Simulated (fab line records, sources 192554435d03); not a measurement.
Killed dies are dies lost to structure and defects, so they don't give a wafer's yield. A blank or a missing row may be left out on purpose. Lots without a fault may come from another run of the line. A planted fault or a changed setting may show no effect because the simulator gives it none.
Split-lot experiment | flow n5_finfet | 7 lots, 21 wafers read, on a route of 1938 steps

THE SPLIT
At N5_BEOL_M9_DEP_56 (deposits SiCN from 3MS/NH3, target thk 15 nm, time 26.5 s), the setting time_s was moved away from the recipe's 26.5 s on 5 of the 21 wafers read, by -13.8% to -8.4%. The other wafers ran this setting at the recipe's value.

The reading is taken at the split's own step.

THE READING
SiCN_of_BEOL_M9_DEP_56.thk_nm (the simulator's own value, which no gauge read), in nm, at N5_BEOL_M9_DEP_56 (deposits SiCN from 3MS/NH3, target thk 15 nm, time 26.5 s). The file gives no usual value for it. The 16 wafers here that ran the recipe average 14.9 nm, standard deviation 0.27 nm.

wafer  | tool, chamber at the split | time_s as run, s | against the recipe | SiCN_of_BEOL_M9_DEP_56.thk_nm, nm | against lot-mates on the recipe
L076.2 | pecvd-01, 2                | 26.5             | recipe             | 14.6                              | -
L076.4 | pecvd-01, 0                | 26.5             | recipe             | 14.8                              | -
L076.5 | pecvd-01, 1                | 26.5             | recipe             | 15                                | -
L086.1 | pecvd-04, 2                | 22.84            | -13.8%             | 13                                | -1.9
L086.5 | pecvd-04, 0                | 26.5             | recipe             | 14.8                              | -
L086.6 | pecvd-04, 2                | 26.5             | recipe             | 15                                | -
L085.1 | pecvd-01, 2,1              | 26.5             | recipe             | 15.2                              | -
L085.4 | pecvd-01, 2,1              | 26.5             | recipe             | 15.2                              | -
L085.2 | pecvd-01, 1                | 26.5             | recipe             | 15                                | -
L087.1 | pecvd-01, 1,0              | 23.02            | -13.1%             | 13.2                              | -2.2
L087.4 | pecvd-01, 1,0              | 23.02            | -13.1%             | 13.2                              | -2.2
L087.6 | pecvd-01, 1                | 26.5             | recipe             | 15.4                              | -
L091.2 | pecvd-04, 1                | 24.25            | -8.5%              | 13.2                              | -1.2
L091.3 | pecvd-04, 2,0              | 26.5             | recipe             | 14.4                              | -
L091.4 | pecvd-04, 2,0              | 26.5             | recipe             | 14.4                              | -
L095.1 | pecvd-01, 0,2              | 26.5             | recipe             | 14.8                              | -
L095.3 | pecvd-01, 0,2              | 26.5             | recipe             | 14.8                              | -
L095.4 | pecvd-01, 2                | 26.5             | recipe             | 15                                | -
L096.2 | pecvd-04, 2                | 26.5             | recipe             | 14.8                              | -
L096.3 | pecvd-04, 0                | 24.28            | -8.4%              | 13.4                              | -1.6
L096.5 | pecvd-04, 2                | 26.5             | recipe             | 15.2                              | -
Where a row lists several chambers, the file gives one row for several wafers and doesn't say which wafer went through which chamber.

THE FIT
A straight line over all 21 wafers: SiCN_of_BEOL_M9_DEP_56.thk_nm changes by +0.143 nm for each +1% of time_s; r = +0.93; the points scatter about the line by 0.29 nm.
The same after taking each lot's own level away (the mean of its wafers on the recipe; 21 wafers): +0.158 nm for each +1%; r = +0.98; scatter 0.15 nm.
On that fit, the largest move of time_s shifts the reading by 2.2 nm.
The lots' own levels span 14.40 to 15.40 nm, that is 3.7 times the standard deviation above.
So the lot-to-lot level changes the slope little: the two slopes agree.
Check: with one of the wafers moved furthest among these (-13.8%) left out of the fit, the line predicts -2.31 nm for it against its lot-mates. It came out at -1.9 nm against them.

OTHER SPLITS ON THESE WAFERS
These wafers also went through other splits before the reading. Each is held against what the fit with the lots' levels taken away leaves over:
other split on the same wafers | wafers away from the commonest value | r with SiCN_of_BEOL_M9_DEP_56.thk_nm (lot level and that fit taken away)
N5_BEOL_M7_EXPOSE_25 dose_mj   | 6                                    | -0.41
N5_BEOL_M9_ILD_DEP_00 time_s   | 6                                    | -0.22

THE FILE'S OWN FIT
SiCN_of_BEOL_M9_DEP_56.thk_nm changes by +0.156 nm for each +1% of time_s, r = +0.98.
